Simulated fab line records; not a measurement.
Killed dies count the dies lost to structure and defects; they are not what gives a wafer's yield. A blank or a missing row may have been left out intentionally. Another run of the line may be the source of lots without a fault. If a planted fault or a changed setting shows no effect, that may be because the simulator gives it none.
A single fault, viewed from 2 desks    flow n5Finfet    every desk sees just its own numbers, and what lay behind them comes last

## METROLOGY DESK
What the gauges read for every lot (on any tool): the sampled wafers with a number, averaged. The brackets show how far a lot's mean lies from the usual mean; more than 4 standard deviations puts the lot out of limits, marked OUT. 7 of its 11 readings are shown, namely those furthest out on some lot.
Columns: A = MD_CAP_THK at N5_MOL_CONTACT_COAG_THK_MEAS_29, usual 17.90 nm; B = DIBL_P at N5_BEOL_M4_RC_MEAS_101, usual 36.2 mV/V; C = IOFF_N at N5_BEOL_M4_RC_MEAS_101, usual 0.154 nA/um; D = SS_N at N5_BEOL_M4_RC_MEAS_101, usual 71.4 mV/dec; E = SS_P at N5_BEOL_M4_RC_MEAS_101, usual 73.2 mV/dec; F = VT_N at N5_BEOL_M4_RC_MEAS_101, usual 250.2 mV; G = VT_P at N5_BEOL_M4_RC_MEAS_101, usual -251 mV
lot   first seen here  A      B     C      D     E     F      G
L912  day 5 18:24      18.03  36.8  0.166  72.2  73.6  247.7  -248
L915  day 5 22:31      17.95  37.4  0.164  71.7  73.1  249.7  -248
L917  day 6 15:06      17.88  36.2  0.145  71.3  72.7  250.2  -251
L916  day 6 16:34      17.98  38.7  0.164  71.4  73.6  249.9  -251
L925  day 8 17:27      17.90  36.5  0.150  71.1  72.4  247.7  -248
L926  day 8 23:37      17.90  35.4  0.145  70.9  73.1  248.8  -247
L927  day 9 05:07      17.85  34.0  0.135  71.3  73.1  253.3  -255
L929  day 9 13:37      17.98  37.4  0.191  71.9  73.8  248.1  -248
L930  day 9 21:01      17.87  33.5  0.128  70.7  72.6  255.1  -252
Finding of this desk: none of the 9 lots has anything out of limits.

## THE TOOL OWNER'S DESK: aldSin-01
The tool's own readings at N5_MOL_CONTACT_COAG_ALD_131 (deposits SiO2, target thk 5 nm, pulse time 1 s, co reactant pulse time 1 s): means of the sampled wafers that have a number, for each lot that ran on this tool. The brackets show how far a lot's mean lies from the usual mean; more than 4 standard deviations puts the lot out of limits, marked OUT.
Columns: A = heaterPowerW at N5_MOL_CONTACT_COAG_ALD_131, usual 77 W; B = precursorPulseHeightRel at N5_MOL_CONTACT_COAG_ALD_131, usual 0.999; C = susceptorTempC at N5_MOL_CONTACT_COAG_ALD_131, usual 99.99 C
lot   first seen here  A   B      C
L917  day 6 16:24      81  0.976  100.17
L916  day 6 17:42      78  1.018  100.11
L925  day 8 21:14      71  0.996  99.98
Finding of this desk: none of the 3 lots has anything out of limits.

## PUT TOGETHER
The metrology desk saw nothing out of limits.
Nothing out of limits was seen by the tool owner's desk.

## WHAT THE SIMULATOR HAD INSERTED
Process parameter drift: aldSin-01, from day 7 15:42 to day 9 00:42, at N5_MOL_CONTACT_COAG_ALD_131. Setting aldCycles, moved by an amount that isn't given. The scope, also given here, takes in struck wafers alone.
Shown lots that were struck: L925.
